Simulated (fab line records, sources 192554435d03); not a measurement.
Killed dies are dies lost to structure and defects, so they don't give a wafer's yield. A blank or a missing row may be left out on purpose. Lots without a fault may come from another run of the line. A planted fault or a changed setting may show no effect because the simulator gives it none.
fab line records | flow n5_finfet
record lots=7 wafers=21
route steps=1938 shown BEOL_M8@1332 BEOL_M9@1401 BEOL_M10@1476 BEOL_M11@1536 BEOL_M12@1649 BEOL_M13@1694
start_h: hours from the record's first day to the start of the lot's first wafer shown | wait_h: hours since the lot's step before | " the same as in the row above | L1.1+2: a row that stands for several wafers | - no value, or no start given | * or withheld: withheld | < > ~ a bound
route shown NAME@n: a module of which the file shows steps, and the number in the route of the first | usual: mean/standard deviation of fault-free wafers | same: alike in all rows | chamber/n: place in a boat | sites: the reading at each site | _std_site: their standard deviation | _edge_site: outer sites' mean less inner sites' | radius_mm: how far each site lies from the wafer's centre | mask NAME#n: copy n | behind: the tool/chamber that last shaped the wafer | hold: why the lot was held/for how many hours/how that ended | device: the transistor (n, p or np) that didn't switch | end of line: the same wafers' tests at the end of the route | a step without rows: its recipe alone | killed: dies lost to structure and defects at the first sort, not the wafer's yield | map: a wafer's dies, x killed, . not, _ none there
set.NAME: the setting as run; set.NAME@STEP: as run at that earlier step | model.NAME: the simulator's own value behind a step, which no gauge read
lots whose settings were changed on purpose; a table a step, a row a wafer
## steps
# step N5_BEOL_M8_ILD_DEP_00
# recipe material=SiCOH_lowk target_thk_a=1797.5 temp_c=300 precursor=DEMS/porogen pressure_torr=5 rf_w=500 time_s=33.4
# columns lot.wafer tool chamber start_h wait_h set.temp_c model.SiCOH_lowk_of_BEOL_M8_ILD_DEP_00.thk_nm
L074.1 pecvd-03 1 232.88 0.0 300 179
L074.2 " 2 " " 305.7 172.2
L074.6 " 2 " " 300 180.4
L075.1 pecvd-03 2 233.16 0.0 300 175.6
L075.3 " 1 " " 300 181.6
L075.4 " 2 " " 300 180.2
L084.1 pecvd-03 0 294.57 0.0 296.8 178.4
L084.3 " 1 " " 300 175
L084.5 " 0 " " 296.8 181
L088.1 pecvd-02 0 317.72 0.0 294.7 185.2
L088.2 " 2 " " 300 177.6
L088.5 " 2 " " 294.7 186.4
L089.1 pecvd-01 0 324.06 0.0 303.2 174.8
L089.2 " 1 " " 300 180.6
L089.6 " 1 " " 303.2 178.4
L091.1 pecvd-03 0 325.75 0.0 304.1 173
L091.4 " 2 " " 304.1 173.4
L091.6 " 1 " " 304.1 174.6
L095.1 pecvd-01 2 364.98 0.0 300 179.2
L095.3 " 1 " " 304.5 174
L095.5 " 0 " " 300 182
# step N5_BEOL_M8_CURE_74
# recipe temp_c=385 time_s=240 ambient=He/Ar material=SiCOH_lowk
# columns lot.wafer tool chamber start_h wait_h set.temp_c@BEOL_M8_ILD_DEP_00 model.SiCOH_lowk_of_BEOL_M8_ILD_DEP_00.thk_nm
L074.1 uv_cure-01 1 232.96 0.1 300 154.4
L074.2 " 1 " " 305.7 148.4
L074.6 " 1 " " 300 155.4
L075.1 uv_cure-03 2 233.25 0.1 300 151.4
L075.3 " 2 " " 300 156.6
L075.4 " 2 " " 300 155.4
L084.1 uv_cure-03 2 294.65 0.1 296.8 153.8
L084.3 " 2 " " 300 150.8
L084.5 " 2 " " 296.8 156.2
L088.1 uv_cure-03 2 317.79 0.0 294.7 159.8
L088.2 " 2 " " 300 153.2
L088.5 " 2 " " 294.7 160.8
L089.1 uv_cure-03 0 324.16 0.1 303.2 150.6
L089.2 " 0 " " 300 155.8
L089.6 " 0 " " 303.2 153.8
L091.1 uv_cure-02 2 325.81 0.0 304.1 149
L091.4 " 2 " " 304.1 149.6
L091.6 " 2 " " 304.1 150.6
L095.1 uv_cure-02 2 365.04 0.0 300 154.6
L095.3 " 2 " " 304.5 150
L095.5 " 2 " " 300 157
# step N5_BEOL_M8_THK_MEAS_01
# recipe reads=SiCOH_lowk_of_BEOL_M8_ILD_DEP_00
# usual M8_ILD_THK=154.3/2
# columns lot.wafer tool chamber start_h wait_h set.temp_c@BEOL_M8_ILD_DEP_00 M8_ILD_THK[nm]
L074.1 film_metro-01 - 233.47 0.4 300 154.2
L074.2 " - " " 305.7 148.5
L074.6 " - " " 300 155.5
L075.1 film_metro-01 - 233.76 0.4 300 151.4
L075.3 " - " " 300 156.6
L075.4 " - " " 300 155.3
L084.1 film_metro-02 - 295.16 0.4 296.8 153.8
L084.3 " - " " 300 151.0
L084.5 " - " " 296.8 156.0
L088.1 film_metro-02 - 318.78 0.8 294.7 159.7
L088.2 " - " " 300 153.3
L088.5 " - " " 294.7 160.7
L089.1 film_metro-01 - 325.15 0.8 303.2 150.6
L089.2 " - " " 300 155.8
L089.6 " - " " 303.2 153.7
L091.1 film_metro-02 - 326.34 0.4 304.1 149.1
L091.4 " - " " 304.1 149.5
L091.6 " - " " 304.1 150.6
L095.1 film_metro-02 - 365.55 0.4 300 154.6
L095.3 " - " " 304.5 150.0
L095.5 " - " " 300 157.0
# step N5_BEOL_M9_ILD_DEP_00
# recipe material=SiCOH_lowk target_thk_a=3085.1 temp_c=300 precursor=DEMS/porogen pressure_torr=5 rf_w=500 time_s=58
# columns lot.wafer tool chamber start_h wait_h set.time_s model.SiCOH_lowk_of_BEOL_M9_ILD_DEP_00.thk_nm
L074.1 pecvd-02 1 240.14 0.0 60.24 314
L074.2 " 0 " " 60.24 312.4
L074.6 " 2 " " 58 307
L075.1 pecvd-03 0 240.46 0.0 58 312
L075.3 " 1 " " 58 305.6
L075.4 " 2 " " 58 312.4
L084.1 pecvd-03 1 306.32 0.0 58 307.4
L084.3 " 2 " " 63.65 334.2
L084.5 " 0 " " 58 306.2
L088.1 pecvd-04 0 325.12 0.0 62.81 331.4
L088.2 " 2 " " 58 310.8
L088.5 " 1 " " 58 317.8
L089.1 pecvd-04 1 334.57 0.0 58 304.4
L089.2 " 0 " " 49.81 264.2
L089.6 " 2 " " 49.81 268.8
L091.1 pecvd-04 0 341.57 0.0 58 311
L091.4 " 1 " " 66.06 360.6
L091.6 " 0 " " 66.06 356.2
L095.1 pecvd-03 2 371.38 0.0 63.79 341.8
L095.3 " 1 " " 63.79 341.6
L095.5 " 1 " " 58 315.4
# step N5_BEOL_M9_CURE_71
# recipe temp_c=385 time_s=240 ambient=He/Ar material=SiCOH_lowk
# columns lot.wafer tool chamber start_h wait_h set.time_s@BEOL_M9_ILD_DEP_00 model.SiCOH_lowk_of_BEOL_M9_ILD_DEP_00.thk_nm
L074.1 uv_cure-02 0 240.21 0.0 60.24 272.8
L074.2 " 0 " " 60.24 271.4
L074.6 " 0 " " 58 266.6
L075.1 uv_cure-01 2 240.54 0.0 58 271
L075.3 " 2 " " 58 265.4
L075.4 " 2 " " 58 271.4
L084.1 uv_cure-02 2 306.39 0.0 58 267
L084.3 " 2 " " 63.65 290.6
L084.5 " 2 " " 58 266
L088.1 uv_cure-03 2 325.20 0.0 62.81 288.2
L088.2 " 2 " " 58 270
L088.5 " 2 " " 58 276.2
L089.1 uv_cure-03 0 334.65 0.0 58 264.2
L089.2 " 0 " " 49.81 229
L089.6 " 0 " " 49.81 233
L091.1 uv_cure-01 0 341.65 0.0 58 270.2
L091.4 " 0 " " 66.06 314.2
L091.6 " 0 " " 66.06 310.4
L095.1+3 uv_cure-03 1 371.46 0.0 63.79 297.4
L095.5 " 1 " " 58 274
# step N5_BEOL_M9_THK_MEAS_01
# recipe reads=SiCOH_lowk_of_BEOL_M9_ILD_DEP_00
# usual M9_ILD_THK=269/3.6
# columns lot.wafer tool chamber start_h wait_h set.time_s@BEOL_M9_ILD_DEP_00 M9_ILD_THK[nm]
L075.1 film_metro-01 - 241.05 0.4 58 271
L075.3 " - " " 58 265
L075.4 " - " " 58 271
L074.1 film_metro-02 - 241.21 0.8 60.24 273
L074.2 " - " " 60.24 271
L074.6 " - " " 58 267
L084.1 film_metro-02 - 306.91 0.4 58 267
L084.3 " - " " 63.65 291
L084.5 " - " " 58 266
L088.1 film_metro-01 - 326.21 0.8 62.81 288
L088.2 " - " " 58 270
L088.5 " - " " 58 276
L089.1 film_metro-02 - 335.17 0.4 58 264
L089.2 " - " " 49.81 229
L089.6 " - " " 49.81 233
L091.1 film_metro-01 - 342.17 0.4 58 270
L091.4 " - " " 66.06 314
L091.6 " - " " 66.06 310
L095.1 film_metro-02 - 371.97 0.4 63.79 298
L095.3 " - " " 63.79 297
L095.5 " - " " 58 274
# step N5_BEOL_M10_COAT_60
# recipe resist=SiARC temp_c=220 time_s=60 spin_rpm=1500 resist_thk_nm=30
# columns lot.wafer tool chamber start_h wait_h set.spin_rpm model.SiARC_of_BEOL_M10_COAT_60.thk_nm
L074.1+6 litho_track-05 0 - - 1500 30
L074.2 " 0 " " 1551 29.4
L075.1+3+4 litho_track-05 0 - - 1500 29.8
L084.1 litho_track-05 0 - - 1500 30
L084.3 " 0 " " 1441 30.6
L084.5 " 0 " " 1441 30.8
L088.1+5 litho_track-05 0 - - 1451 30.6
L088.2 " 0 " " 1500 30
L089.1+2 litho_track-03 0 - - 1500 30
L089.6 " 0 " " 1500 29.8
L091.1+4 litho_track-03 0 - - 1500 30.2
L091.6 " 0 " " 1500 30
L095.1 litho_track-05 0 - - 1500 30
L095.3 " 0 " " 1567 29.2
L095.5 " 0 " " 1567 29.4
# step N5_BEOL_M10_COAT_05
# recipe resist=CAR-ArF spin_rpm=1500 resist_thk_nm=90
# step N5_BEOL_M10_EBR_07
# recipe solvent=PGMEA ebr_width_mm=1.5
# step N5_BEOL_M10_DESCUM_16
# recipe chemistry=O2 time_s=7.9 source_power_w=50 bias_power_w=20 pressure_mtorr=20 rf_frequency_hz=2.712e+07 temp_c=40 resist=CAR-ArF o2_flow_sccm=225
# step N5_BEOL_M10_ETCH_61
# recipe chemistry=CF4 target=SiARC target_depth_a=390 mask_material=CAR-ArF time_s=65 ion_energy_ev=80 pressure_mtorr=40 source_w=545 bias_w=36 Ar_flow_sccm=100 cf4_flow_sccm=100 ends=cleared
# columns lot.wafer tool chamber start_h wait_h set.spin_rpm@BEOL_M10_COAT_60 model.CAR-ArF_of_BEOL_M10_COAT_05.thk_nm model.etch.depth_nm
L074.1 rie_diel-02 3 252.71 0.0 1500 55.4 30.05
L074.2 " 2 " " 1551 55.8 29.48
L074.6 " 1 " " 1500 55.4 29.96
L075.1 rie_diel-02 1 253.48 0.0 1500 56 29.84
L075.3+4 " 0,3 " " 1500 55.6 29.86
L084.1 rie_diel-05 1 317.89 0.0 1500 55.4 30.05
L084.3 " 3 " " 1441 54.8 30.67
L084.5 " 2 " " 1441 54.8 30.7
L088.1 rie_diel-04 2 349.49 0.0 1451 55 30.61
L088.2 " 3 " " 1500 55.6 30.04
L088.5 " 1 " " 1451 55.2 30.61
L089.1 rie_diel-04 0 350.67 0.0 1500 55.6 29.95
L089.2 " 1 " " 1500 55.8 29.96
L089.6 " 2 " " 1500 55.4 29.82
L091.1 rie_diel-02 2 352.20 0.0 1500 56 30.12
L091.4 " 2 " " 1500 55.8 30.14
L091.6 " 0 " " 1500 56 30.06
L095.1 rie_diel-05 1 388.70 0.0 1500 56 29.97
L095.3 " 0 " " 1567 56.8 29.3
L095.5 " 3 " " 1567 56.6 29.31
# step N5_BEOL_M11_ILD_DEP_00
# recipe material=SiCOH_lowk target_thk_a=3085.1 temp_c=300 precursor=DEMS/porogen pressure_torr=5 rf_w=500 time_s=58
# columns lot.wafer tool chamber start_h wait_h set.time_s model.SiCOH_lowk_of_BEOL_M11_ILD_DEP_00.thk_nm
L074.1 pecvd-02 1 258.56 0.0 52.5 282.2
L074.2 " 0 " " 52.5 284.8
L074.6 " 1 " " 58 319.4
L075.1 pecvd-02 1 259.84 0.0 58 313.4
L075.3 " 1 " " 58 317.2
L075.4 " 0 " " 58 318.2
L084.1 pecvd-04 1 323.51 0.0 58 306.4
L084.3 " 2 " " 52.85 278.6
L084.5 " 2 " " 58 309.2
L088.1 pecvd-02 0 356.63 0.0 51.34 270.4
L088.2 " 1 " " 58 303.4
L088.5 " 2 " " 58 307.8
L091.1 pecvd-02 2 358.51 0.0 65.99 347.8
L091.4 " 1 " " 65.99 353.6
L091.6 " 0 " " 65.99 356.6
L089.1 pecvd-04 2 359.05 0.0 66.51 345.4
L089.2 " 0 " " 66.51 347.4
L089.6 " 2 " " 58 303
L095.1 pecvd-02 0 394.70 0.0 58 306.8
L095.3 " 1 " " 58 303.4
L095.5 " 1 " " 65.52 347.2
# step N5_BEOL_M11_CURE_71
# recipe temp_c=385 time_s=240 ambient=He/Ar material=SiCOH_lowk
# columns lot.wafer tool chamber start_h wait_h set.time_s@BEOL_M11_ILD_DEP_00 model.SiCOH_lowk_of_BEOL_M11_ILD_DEP_00.thk_nm
L074.1 uv_cure-01 0 258.86 0.3 52.5 244.8
L074.2 " 0 " " 52.5 247
L074.6 " 0 " " 58 277.6
L075.1 uv_cure-02 0 259.95 0.1 58 272.4
L075.3 " 0 " " 58 275.8
L075.4 " 0 " " 58 276.6
L084.1 uv_cure-02 2 323.62 0.1 58 266.2
L084.3 " 2 " " 52.85 241.6
L084.5 " 2 " " 58 268.6
L088.1 uv_cure-02 0 356.77 0.1 51.34 234.4
L088.2 " 0 " " 58 263.4
L088.5 " 0 " " 58 267.4
L091.1 uv_cure-02 2 358.59 0.0 65.99 302.8
L091.4 " 2 " " 65.99 308
L091.6 " 2 " " 65.99 310.6
L089.1 uv_cure-03 2 359.13 0.0 66.51 300.6
L089.2 " 2 " " 66.51 302.4
L089.6 " 2 " " 58 263
L095.1 uv_cure-02 1 394.78 0.0 58 266.4
L095.3 " 1 " " 58 263.4
L095.5 " 1 " " 65.52 302.4
# step N5_BEOL_M11_THK_MEAS_01
# recipe reads=SiCOH_lowk_of_BEOL_M11_ILD_DEP_00
# usual M11_ILD_THK=268/3.7
# columns lot.wafer tool chamber start_h wait_h set.time_s@BEOL_M11_ILD_DEP_00 M11_ILD_THK[nm]
L074.1 film_metro-01 - 259.38 0.4 52.5 245
L074.2 " - " " 52.5 247
L074.6 " - " " 58 278
L075.1 film_metro-02 - 260.46 0.4 58 272
L075.3 " - " " 58 276
L075.4 " - " " 58 277
L084.1 film_metro-01 - 324.13 0.4 58 266
L084.3 " - " " 52.85 242
L084.5 " - " " 58 269
L088.1 film_metro-02 - 357.29 0.4 51.34 234
L088.2 " - " " 58 263
L088.5 " - " " 58 267
L091.1 film_metro-01 - 359.11 0.4 65.99 303
L091.4 " - " " 65.99 308
L091.6 " - " " 65.99 311
L089.1 film_metro-02 - 359.65 0.4 66.51 301
L089.2 " - " " 66.51 302
L089.6 " - " " 58 263
L095.1 film_metro-01 - 395.29 0.4 58 266
L095.3 " - " " 58 264
L095.5 " - " " 65.52 302
# step N5_BEOL_M11_PECVD_70
# recipe material=SiO2 target_thk_a=200 temp_c=400 precursor=TEOS/O2 pressure_torr=5.5 rf_w=450 teos_flow_sccm=53.8 gas=O2 flow_sccm=3000 time_s=22.7
# columns lot.wafer tool chamber start_h wait_h set.temp_c model.SiO2_of_BEOL_M11_PECVD_70.thk_nm
L074.1+2 pecvd-04 0,1 259.41 0.0 400 20.2
L074.6 " 2 " " 400 20.6
L075.1 pecvd-01 2 260.50 0.0 400 19.6
L075.3 " 0 " " 400 19.8
L075.4 " 2 " " 400 20.2
L084.1 pecvd-01 0 324.17 0.0 395.3 20.6
L084.3 " 2 " " 400 19.8
L084.5 " 0 " " 400 20.2
L088.1 pecvd-02 2 357.33 0.0 400 20.2
L088.2 " 0 " " 400 19.4
L088.5 " 0 " " 417.4 17.6
L091.1 pecvd-02 1 359.14 0.0 400 19.8
L091.4 " 2 " " 400 20.2
L091.6 " 0 " " 384.7 21.8
L089.1 pecvd-02 0 359.68 0.0 400 19.8
L089.2 " 2 " " 415.5 17.6
L089.6 " 1 " " 400 20.4
L095.1 pecvd-01 2 395.33 0.0 404.9 18.8
L095.3 " 0 " " 400 19.8
L095.5 " 0 " " 404.9 19.4
# step N5_BEOL_M12_SPUTTER_44
# recipe material=Ta target_thk_a=100 temp_c=50 bias_v=80 power_w=15000 chamber_pressure_pa=0.07 time_s=16.13
# columns lot.wafer tool chamber start_h wait_h set.time_s model.Ta_of_BEOL_M12_SPUTTER_44.thk_nm
L075.1+3 pvd_sputter-03 - 271.65 0.0 16.13 10
L075.4 " - " " 16.13 10.2
L074.1+6 pvd_sputter-03 - 272.37 0.0 17.09 10.6
L074.2 " - " " 16.13 9.8
L084.1 pvd_sputter-03 - 349.36 0.0 15.21 9.4
L084.3+5 " - " " 16.13 10
L088.1 pvd_sputter-01 - 366.42 0.0 18.26 11.2
L088.2 " - " " 16.13 9.6
L088.5 " - " " 16.13 10
L091.1 pvd_sputter-01 - 369.99 0.0 16.13 9.8
L091.4 " - " " 16.13 9.6
L091.6 " - " " 13.82 8.4
L089.1 pvd_sputter-02 - 373.28 0.0 15.52 9.6
L089.2 " - " " 16.13 9.8
L089.6 " - " " 16.13 10
L095.1+3 pvd_sputter-02 - 408.04 0.0 16.13 10
L095.5 " - " " 14.09 8.8
# step N5_BEOL_M13_ETCH_68
# recipe chemistry=N2/H2 target=SOC mask_material=SiARC source_w=3000 bias_w=350 temp_c=40 time_s=355 ion_energy_ev=200 pressure_mtorr=30 n2_flow_sccm=200 h2_flow_sccm=200
# columns lot.wafer tool chamber start_h wait_h set.time_s model.SiARC_of_BEOL_M13_COAT_66.thk_nm
L075.1 rie_diel-03 3 274.48 0.1 355 76.8
L075.3 " 1 " " 355 76.4
L075.4 " 2 " " 355 77.4
L074.1 rie_diel-06 3 275.53 0.1 432.9 70.8
L074.2 " 2 " " 432.9 70.2
L074.6 " 1 " " 355 77.2
L084.1+3+5 rie_diel-06 0,1,0 352.40 0.1 355 76.8
L088.1 rie_diel-03 0 369.22 0.1 355 77.4
L088.2 " 1 " " 355 76.2
L088.5 " 1 " " 355 76.4
L091.1 rie_diel-06 3 373.07 0.1 325.5 81.4
L091.4 " 1 " " 325.5 80
L091.6 " 2 " " 355 77.8
L089.1+6 rie_diel-01 2,1 376.20 0.1 355 77.4
L089.2 " 1 " " 355 77.6
L095.1 rie_diel-01 3 413.97 0.1 355 77.6
L095.3 " 2 " " 355 77
L095.5 " 2 " " 355 77.2
# step N5_BEOL_M13_SPUTTER_44
# recipe material=Ta target_thk_a=100 temp_c=50 bias_v=80 power_w=15000 chamber_pressure_pa=0.07 time_s=16.13
# columns lot.wafer tool chamber start_h wait_h set.time_s model.Ta_of_BEOL_M13_SPUTTER_44.thk_nm
L075.1 pvd_sputter-02 - 279.20 0.0 16.13 10.2
L075.3+4 " - " " 16.13 10
L074.1 pvd_sputter-03 - 279.97 0.0 16.82 10.6
L074.2+6 " - " " 16.13 10.2
L084.1+5 pvd_sputter-03 - 353.28 0.0 14.06 9
L084.3 " - " " 16.13 10.4
L088.1+5 pvd_sputter-03 - 371.24 0.0 14.74 9.4
L088.2 " - " " 14.74 9.2
L091.1+6 pvd_sputter-03 - 374.29 0.0 14.46 9.2
L091.4 " - " " 16.13 10.2
L089.1 pvd_sputter-01 - 383.85 0.0 16.13 9.8
L089.2 " - " " 14.23 8.8
L089.6 " - " " 16.13 10
L095.1 pvd_sputter-01 - 417.10 0.0 16.13 10
L095.3 " - " " 16.13 10.2
L095.5 " - " " 16.85 10.6
## key
split step=N5_BEOL_M8_ILD_DEP_00 setting=temp_c stated=300 by=wafer
response step=N5_BEOL_M8_ILD_DEP_00 reading=model.SiCOH_lowk_of_BEOL_M8_ILD_DEP_00.thk_nm change=-4.26 per=1% r=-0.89
response step=N5_BEOL_M8_CURE_74 reading=model.SiCOH_lowk_of_BEOL_M8_ILD_DEP_00.thk_nm change=-3.72 per=1% r=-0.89
response step=N5_BEOL_M8_THK_MEAS_01 reading=M8_ILD_THK change=-3.65 per=1% r=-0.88
split step=N5_BEOL_M9_ILD_DEP_00 setting=time_s stated=58 by=wafer
response step=N5_BEOL_M9_ILD_DEP_00 reading=model.SiCOH_lowk_of_BEOL_M9_ILD_DEP_00.thk_nm change=+2.82 per=1% r=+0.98
response step=N5_BEOL_M9_CURE_71 reading=model.SiCOH_lowk_of_BEOL_M9_ILD_DEP_00.thk_nm change=+2.49 per=1% r=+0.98
response step=N5_BEOL_M9_THK_MEAS_01 reading=M9_ILD_THK change=+2.5 per=1% r=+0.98
split step=N5_BEOL_M10_COAT_60 setting=spin_rpm stated=1500 by=wafer
response step=N5_BEOL_M10_COAT_60 reading=model.SiARC_of_BEOL_M10_COAT_60.thk_nm change=-0.171 per=1% r=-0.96
response step=N5_BEOL_M10_ETCH_61 reading=model.CAR-ArF_of_BEOL_M10_COAT_05.thk_nm change=+0.147 per=1% r=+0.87
response step=N5_BEOL_M10_ETCH_61 reading=model.etch.depth_nm change=-0.158 per=1% r=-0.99
split step=N5_BEOL_M11_ILD_DEP_00 setting=time_s stated=58 by=wafer
response step=N5_BEOL_M11_ILD_DEP_00 reading=model.SiCOH_lowk_of_BEOL_M11_ILD_DEP_00.thk_nm change=+3.2 per=1% r=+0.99
response step=N5_BEOL_M11_CURE_71 reading=model.SiCOH_lowk_of_BEOL_M11_ILD_DEP_00.thk_nm change=+2.83 per=1% r=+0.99
response step=N5_BEOL_M11_THK_MEAS_01 reading=M11_ILD_THK change=+2.83 per=1% r=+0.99
split step=N5_BEOL_M11_PECVD_70 setting=temp_c stated=400 by=wafer
response step=N5_BEOL_M11_PECVD_70 reading=model.SiO2_of_BEOL_M11_PECVD_70.thk_nm change=-0.538 per=1% r=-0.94
split step=N5_BEOL_M12_SPUTTER_44 setting=time_s stated=16.13 by=wafer
response step=N5_BEOL_M12_SPUTTER_44 reading=model.Ta_of_BEOL_M12_SPUTTER_44.thk_nm change=+0.0991 per=1% r=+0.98
split step=N5_BEOL_M13_ETCH_68 setting=time_s stated=355 by=wafer
response step=N5_BEOL_M13_ETCH_68 reading=model.SiARC_of_BEOL_M13_COAT_66.thk_nm change=-0.311 per=1% r=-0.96
split step=N5_BEOL_M13_SPUTTER_44 setting=time_s stated=16.13 by=wafer
response step=N5_BEOL_M13_SPUTTER_44 reading=model.Ta_of_BEOL_M13_SPUTTER_44.thk_nm change=+0.101 per=1% r=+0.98
